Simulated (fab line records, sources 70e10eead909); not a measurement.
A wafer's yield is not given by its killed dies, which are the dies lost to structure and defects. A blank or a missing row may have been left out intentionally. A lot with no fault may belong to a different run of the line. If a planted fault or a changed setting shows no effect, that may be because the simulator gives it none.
fab line records    flow nand_harc
record lots=12  wafers=36  last_day=34
route steps=1302 shown A_STAIRCASE@719 END@1302
lots that met no fault: taken from a fault-free run of the same line
start_h: start of the lot's first displayed wafer, in hours after the record's first day    wait_h: hours from the lot's prior step to this one    " repeats the value in the row above    L1.1+2: several wafers, shown together as one row    - value missing, or start not given    * or withheld: withheld    < > ~ a bound
route shown NAME@n: names a module that has steps shown in the file, with the first one's number in the route    usual: mean/standard deviation of fault-free wafers    same: alike in all rows    chamber/n: place in a boat    sites: the reading at each site    _std_site: standard deviation of those values    _edge_site: inner sites' mean taken away from outer sites' mean    radius_mm: for every site, how far away it sits from the centre of the wafer    mask NAME#n: copy n    behind: the most recent tool/chamber to have shaped the wafer    hold: why the lot was held/for how many hours/how that ended    device: the n, p or np transistor that did not switch    end of line: the tests these same wafers got at the end of their route    a step with no rows: only its recipe    killed: dies that structure and defects cost at the first sort, which is not the same as the wafer's yield    map: a wafer's dies, x killed, . not, _ none there
set.NAME: setting as actually run; set.NAME@STEP: the setting as run at that earlier step    model.NAME: the simulator's own value behind a step, which no gauge read
a sample of lots followed through the steps of the route, with each step as a table and each wafer as a row
services: a tool's chamber out of use, with start hour (start_h, from the record's first day; less than 0 if before it), hours out, and reason
## steps
# step NHARC_A_STAIRCASE_STRIP_205
# recipe power_w=1500  temp_c=250  chemistry=O2
# usual drypump_motor_current_A=5.59/0.23  heater_power_w=338/17  temp_c=249.96/0.2
lot.wafer  tool             chamber  start_h  wait_h  drypump_motor_current_A  heater_power_w  rf_hours_counter_h  temp_c
L192.2     plasma_asher-01  1        358.79   0.1     5.48                     352             2                   249.75
L192.3     "                0        "        "       5.48                     354             -                   249.82
L192.5     "                0        "        "       5.49                     344             -                   249.49
L195.2     plasma_asher-02  1        379.37   0.1     5.97                     311             26                  250.24
L195.6     "                1        "        "       5.98                     309             -                   250.12
L195.5     "                0        "        "       5.42                     354             -                   249.76
L199.3     plasma_asher-01  1        432.26   0.2     5.49                     346             -                   249.99
L199.5     "                0        "        "       5.51                     353             -                   250.06
L199.6     "                1        "        "       5.48                     345             -                   250.02
L201.2     plasma_asher-02  1        451.17   0.1     5.97                     314             1                   249.71
L201.6     "                1        "        "       5.95                     315             -                   249.62
L201.5     "                0        "        "       5.41                     348             -                   250.07
L202.1     plasma_asher-01  0        464.58   0.1     5.46                     348             25                  250.19
L202.2     "                1        "        "       5.50                     346             25                  249.91
L202.4     "                1        "        "       5.47                     339             -                   249.85
L203.1     plasma_asher-02  0        475.90   0.1     5.41                     348             5                   250.39
L203.3     "                0        "        "       5.40                     344             -                   250.13
L203.6     "                1        "        "       5.98                     305             -                   249.91
L204.1     plasma_asher-01  0        488.35   0.1     5.48                     354             30                  249.69
L204.6     "                0        "        "       5.49                     345             -                   249.46
L204.5     "                1        "        "       5.51                     344             -                   249.74
L205.3     plasma_asher-02  1        488.48   0.2     5.91                     316             -                   250.10
L205.4     "                0        "        "       5.42                     351             -                   249.82
L205.6     "                0        "        "       5.43                     344             -                   250.00
L206.3     plasma_asher-01  1        497.63   0.2     5.48                     344             -                   250.10
L206.6     "                1        "        "       5.46                     347             -                   250.02
L206.5     "                0        "        "       5.45                     346             -                   249.87
L213.4     plasma_asher-02  1        579.02   0.2     5.98                     321             -                   249.94
L213.6     "                0        "        "       5.40                     347             -                   249.96
L213.5     "                1        "        "       5.94                     313             -                   250.01
L215.2     plasma_asher-01  0        594.95   0.1     5.49                     327             10                  250.24
L215.3     "                0        "        "       5.46                     331             -                   250.30
L215.5     "                0        "        "       5.49                     332             -                   249.83
L214.2     plasma_asher-01  0        598.62   0.1     5.49                     332             11                  249.77
L214.3     "                0        "        "       5.45                     330             -                   249.62
L214.6     "                1        "        "       5.50                     327             -                   249.93
# step NHARC_A_STAIRCASE_TRIM_226
# recipe time_s=211.2  o2_flow_sccm=500  ar_flow_sccm=0  bias_w=0  chemistry=O2
# usual drypump_motor_current_A=5.8/0.53  mfc_ar_sccm=0.011/0.014  oes_product_au=1.001/0.009  rf_vpp_V=57.8/0.92  showerhead_plenum_p_Torr=3.51/0.18  throttle_valve_pct=17.038/0.011
lot.wafer  tool         chamber  start_h  wait_h  drypump_motor_current_A  mfc_ar_sccm  oes_product_au  rf_hours_counter_h  rf_vpp_V  showerhead_plenum_p_Torr  throttle_valve_pct
L192.3     rie_diel-11  2        -        -       5.5                      0            0.993           31                  57.1      3.31                      17.027
L192.2     "            3        "        "       5.8                      0.013        1.018           11                  57.7      3.29                      17.016
L192.5     "            1        "        "       5.8                      0.002        1.000           -                   57.8      3.65                      17.042
L195.2     rie_diel-04  3        -        -       6.3                      0            0.998           9                   59.5      3.51                      17.026
L195.6     "            0        "        "       5.2                      0.040        1.019           -                   57.3      3.35                      17.021
L195.5     "            1        "        "       5.4                      0            1.009           -                   58.5      3.77                      17.037
L199.3     rie_diel-04  1        -        -       5.4                      0            1.001           24                  59.5      3.76                      17.019
L199.5     "            3        "        "       6.3                      0            0.991           -                   57.5      3.50                      17.059
L199.6     "            0        "        "       5.2                      0.040        1.005           -                   55.6      3.34                      17.040
L201.2     rie_diel-05  1        -        -       6.7                      0            0.994           14                  56.8      3.42                      17.029
L201.5     "            3        "        "       5.0                      0.032        1.000           -                   56.9      3.80                      17.043
L201.6     "            0        "        "       5.5                      0.018        1.007           -                   57.6      3.64                      17.046
L202.4     rie_diel-04  1        -        -       5.4                      0            1.010           36                  58.1      3.76                      17.030
L202.2     "            3        "        "       6.3                      0            0.998           36                  56.9      3.49                      17.048
L202.1     "            0        "        "       5.2                      0.040        0.999           36                  57.8      3.34                      17.037
L203.3     rie_diel-05  2        -        -       6.3                      0.001        1.006           11                  58.3      3.36                      17.033
L203.1     "            3        "        "       5.0                      0.032        1.025           24                  58.6      3.79                      17.026
L203.6     "            2        "        "       6.3                      0.001        0.992           -                   57.8      3.36                      17.045
L204.1     rie_diel-04  2        -        -       5.7                      0.037        0.992           42                  58.3      3.52                      17.039
L204.6     "            3        "        "       6.3                      0            1.006           -                   58.4      3.49                      17.030
L204.5     "            0        "        "       5.2                      0.040        0.998           -                   59.3      3.33                      17.043
L205.4     rie_diel-11  1        -        -       5.8                      0.002        0.999           14                  57.6      3.63                      17.037
L205.3     "            2        "        "       5.6                      0            1.010           15                  57.2      3.29                      17.048
L205.6     "            2        "        "       5.5                      0            1.005           -                   58.1      3.29                      17.026
L206.3     rie_diel-11  1        -        -       5.8                      0.002        0.995           17                  57.0      3.63                      17.029
L206.5     "            1        "        "       5.8                      0.002        0.992           -                   58.5      3.63                      17.029
L206.6     "            2        "        "       5.5                      0            1.008           -                   57.5      3.28                      17.038
L213.4     rie_diel-11  1        -        -       5.8                      0.002        0.997           44                  57.9      3.62                      17.059
L213.5     "            3        "        "       5.8                      0.013        1.007           -                   60.0      3.79                      17.032
L213.6     "            0        "        "       6.4                      0            0.997           -                   57.7      3.45                      17.049
L215.3     rie_diel-05  3        -        -       5.0                      0.032        1.000           2                   58.4      3.77                      17.058
L215.2     "            0        "        "       5.5                      0.018        1.008           2                   58.3      3.62                      17.029
L215.5     "            3        "        "       4.9                      0.032        1.007           -                   57.9      3.77                      17.041
L214.3     rie_diel-05  3        -        -       5.0                      0.032        0.991           3                   58.4      3.77                      17.030
L214.2     "            0        "        "       5.5                      0.018        1.009           3                   57.5      3.62                      17.042
L214.6     "            2        "        "       6.4                      0.001        0.998           -                   58.1      3.34                      17.054
# step NHARC_A_STAIRCASE_ETCH_230
# recipe target_depth_a=1000  time_s=40.5  ion_energy_ev=400  c4f8_flow_sccm=20  o2_flow_sccm=10  ar_flow_sccm=withheld  rf_w=600  bias_w=1000  chemistry=C4F8/O2
# usual oes_product_au=0.952/0.019  rf_vpp_V=895/6.6  run_length_s=61.8/0.36
lot.wafer  tool         chamber  start_h  wait_h  oes_product_au  rf_hours_counter_h  rf_vpp_V  run_length_s
L192.3     rie_diel-05  2        361.85   -       0.908           35                  891       61.5
L192.2     "            0        "        "       0.929           40                  898       61.8
L192.5     "            2        "        "       0.911           -                   890       61.8
L195.2     rie_diel-11  0        382.26   -       0.964           42                  893       62.1
L195.6     "            3        "        "       0.972           -                   887       61.6
L195.5     "            0        "        "       0.958           -                   894       62.3
L199.3     rie_diel-04  0        435.10   -       0.949           24                  888       61.9
L199.5     "            0        "        "       0.948           -                   889       62.2
L199.6     "            1        "        "       0.958           -                   903       61.4
L201.2     rie_diel-11  3        454.15   -       0.996           4                   906       61.8
L201.5     "            2        "        "       0.959           -                   888       61.8
L201.6     "            3        "        "       0.989           -                   906       62.0
L202.4     rie_diel-04  1        467.59   -       0.945           36                  904       61.2
L202.2     "            2        "        "       0.920           36                  896       61.6
L202.1     "            3        "        "       0.942           36                  895       62.0
L203.1     rie_diel-05  0        478.79   -       0.938           27                  900       61.5
L203.3     "            1        "        "       0.948           25                  892       62.0
L203.6     "            1        "        "       0.944           -                   893       62.1
L204.1     rie_diel-05  3        491.67   -       0.926           28                  907       61.7
L204.6     "            3        "        "       0.929           -                   904       61.7
L204.5     "            0        "        "       0.923           -                   900       61.1
L205.4     rie_diel-11  3        491.81   -       0.963           15                  905       62.3
L205.3     "            2        "        "       0.956           15                  886       61.5
L205.6     "            3        "        "       0.961           -                   906       61.6
L206.3     rie_diel-11  3        500.23   -       0.955           16                  906       61.8
L206.5     "            1        "        "       0.934           -                   900       48.7
L206.6     "            2        "        "       0.952           -                   885       61.6
L213.4     rie_diel-05  2        581.70   -       0.962           42                  891       61.5
L213.5     "            2        "        "       0.963           -                   890       61.7
L213.6     "            3        "        "       0.967           -                   905       61.8
L215.2     rie_diel-11  3        597.94   -       0.974           51                  903       62.0
L215.3     "            2        "        "       0.954           53                  885       61.8
L215.5     "            3        "        "       0.972           -                   906       61.8
L214.3     rie_diel-11  3        601.43   -       0.974           51                  905       61.9
L214.2     "            1        "        "       0.957           52                  900       61.7
L214.6     "            0        "        "       0.968           -                   893       62.4
# step NHARC_A_STAIRCASE_ETCH_236
# recipe target_depth_a=1000  time_s=40.5  ion_energy_ev=400  c4f8_flow_sccm=20  o2_flow_sccm=10  ar_flow_sccm=withheld  rf_w=600  bias_w=1000  chemistry=C4F8/O2
# usual oes_product_au=0.943/0.011  rf_vpp_V=895/6  run_length_s=61.8/0.35
lot.wafer  tool         chamber  start_h  wait_h  oes_product_au  rf_hours_counter_h  rf_vpp_V  run_length_s
L192.2     rie_diel-05  3        -        -       0.923           42                  888       61.6
L192.3     "            1        "        "       0.934           38                  894       62.5
L192.5     "            3        "        "       0.915           -                   887       61.5
L195.2     rie_diel-11  2        -        -       0.946           41                  887       62.2
L195.5     "            2        "        "       0.940           -                   886       61.9
L195.6     "            0        "        "       0.946           -                   894       62.0
L199.3     rie_diel-04  1        -        -       0.946           25                  905       61.0
L199.6     "            2        "        "       0.936           -                   895       61.8
L199.5     "            3        "        "       0.947           -                   895       61.8
L201.2     rie_diel-11  0        -        -       0.962           4                   894       61.9
L201.5     "            2        "        "       0.944           -                   888       61.6
L201.6     "            3        "        "       0.954           -                   907       62.0
L202.1     rie_diel-04  2        -        -       0.931           36                  896       61.5
L202.4     "            3        "        "       0.953           37                  895       61.9
L202.2     "            0        "        "       0.951           37                  888       62.1
L203.3     rie_diel-05  2        -        -       0.928           12                  890       61.9
L203.1     "            0        "        "       0.968           28                  900       61.0
L203.6     "            2        "        "       0.932           -                   891       61.5
L204.1     rie_diel-05  0        -        -       0.937           33                  899       61.1
L204.5     "            0        "        "       0.945           -                   898       61.7
L204.6     "            1        "        "       0.937           -                   892       62.2
L205.3     rie_diel-11  3        -        -       0.946           15                  905       61.7
L205.4     "            1        "        "       0.940           15                  898       62.1
L205.6     "            3        "        "       0.949           -                   906       61.6
L206.3     rie_diel-11  3        -        -       0.943           17                  906       61.7
L206.5     "            1        "        "       0.941           -                   900       61.6
L206.6     "            2        "        "       0.956           -                   888       61.6
L213.4     rie_diel-05  1        -        -       0.950           54                  892       62.7
L213.6     "            2        "        "       0.959           -                   889       61.5
L213.5     "            3        "        "       0.968           -                   904       61.5
L215.3     rie_diel-11  0        -        -       0.949           52                  895       61.9
L215.2     "            3        "        "       0.946           51                  904       61.6
L215.5     "            1        "        "       0.924           -                   899       61.5
L214.2     rie_diel-11  1        -        -       0.946           52                  898       61.7
L214.3     "            0        "        "       0.939           53                  894       61.9
L214.6     "            2        "        "       0.956           -                   886       61.5
# step NHARC_END_SORT_01
# recipe temp_c=25
# usual killed_at_array=64/16  killed_at_other=1.0/1.1  killed_at_periphery=3.5/2.3  killed_dies=69/17  killed_open=3.2/1.6  killed_short=2.4/1.6
# same gross_dies=677
lot.wafer  tool       chamber  start_h  wait_h  killed_at_array  killed_at_other  killed_at_periphery  killed_dies  killed_open  killed_short
L206.3     prober-02  0        708.60   3.1     47               1                9                    57           3            2
L206.5     prober-02  0        710.18   3.7     669              0                8                    677          4            3
L206.6     prober-02  0        710.97   4.0     48               0                10                   58           5            4
# killed by level:class
L206.3 A_CHANNEL_HOLE_D2:chamber_film_flake=20 A_CHANNEL_HOLE_D1:chamber_film_flake=13 A_SLIT:chamber_film_flake=6 P_M0:chamber_film_flake=4 P_BONDPAD:chamber_film_flake=2 A_STAIRCASE:chamber_film_flake=2 P_STI:geometric_particle:open=1 A_CHANNEL_HOLE_D1:geometric_particle:short=1
L206.5 A_STAIRCASE:area_etch=629 A_CHANNEL_HOLE_D2:chamber_film_flake=18 A_CHANNEL_HOLE_D1:chamber_film_flake=9 A_STAIRCASE:chamber_film_flake=4 A_SLIT:chamber_film_flake=3 P_GATE:geometric_particle:open=2 P_M0:chamber_film_flake=2 P_BONDPAD:chamber_film_flake=2
L206.6 A_CHANNEL_HOLE_D2:chamber_film_flake=22 A_CHANNEL_HOLE_D1:chamber_film_flake=10 P_BONDPAD:chamber_film_flake=5 A_STAIRCASE:chamber_film_flake=4 A_WL_FILL:geometric_particle:open=3 P_M0:chamber_film_flake=3 A_SLIT:chamber_film_flake=2 A_CONTACT:chamber_film_flake=2
## services
tool             chamber  start_h  hours  kind
rie_diel-11      0        338.13   -      clean
rie_diel-11      1        338.13   -      clean
rie_diel-11      2        338.13   -      clean
rie_diel-11      3        338.13   -      clean
plasma_asher-01  -        342.13   9.0    pm
rie_diel-04      -        354.97   9.0    pm
rie_diel-11      0        362.93   -      clean
rie_diel-11      1        362.93   -      clean
rie_diel-11      2        362.93   -      clean
rie_diel-11      3        362.93   -      clean
rie_diel-04      -        365.64   0.3    repair
plasma_asher-01  -        376.97   1.6    repair
rie_diel-05      0        386.85   20.6   repair
rie_diel-11      0        389.42   -      clean
rie_diel-05      -        406.65   9.0    pm
plasma_asher-02  -        431.22   9.0    pm
rie_diel-11      -        432.64   9.0    pm
rie_diel-05      2        452.12   16.0   repair
rie_diel-04      0        518.99   65.0   repair
plasma_asher-01  -        519.14   9.0    pm
rie_diel-04      -        533.58   9.0    pm
plasma_asher-01  -        559.61   12.9   repair
plasma_asher-02  -        572.09   6.4    repair
rie_diel-05      -        583.65   9.0    pm
## key
first_sign step=NHARC_A_STAIRCASE_ETCH_230  reading=run_length_s  direction=down  sigmas=36  usual=*  struck=*
effect step=NHARC_END_SORT_01  reading=killed_at_array  direction=up  sigmas=37  usual=64  struck=669
more_kills_born_at NHARC_A_STAIRCASE_ETCH_230@rie_diel-11=629
met_at NHARC_A_STAIRCASE_ETCH_230
struck_lots L206
struck_wafers L206.5
later_rows_left_out L206.5
tester_left_out L206
not_acting_at NHARC_A_STAIRCASE_STRIP_205,NHARC_A_STAIRCASE_TRIM_226,NHARC_A_STAIRCASE_ETCH_236
onset_between 491.81 500.23
fault kind=process_parameter_drift  tool=rie_diel-11  chamber=-  onset_h=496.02  steps=NHARC_A_STAIRCASE_ETCH_230  channel=time_s  offset=*  shape=step  end_h=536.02  scope=struck_wafers_only  acts_in=*  stated=*
# tester_left_out: of these lots the tester's yield and bins aren't shown, on N5 and GAA mostly nor the transistor test; their killed dies are dies lost to structure and defects alone, not to doping, threshold or leakage, so they don't give the yield
# later_rows_left_out: the simulator's readings of these wafers behind a module that went badly wrong aren't trusted and aren't shown, but for the sort
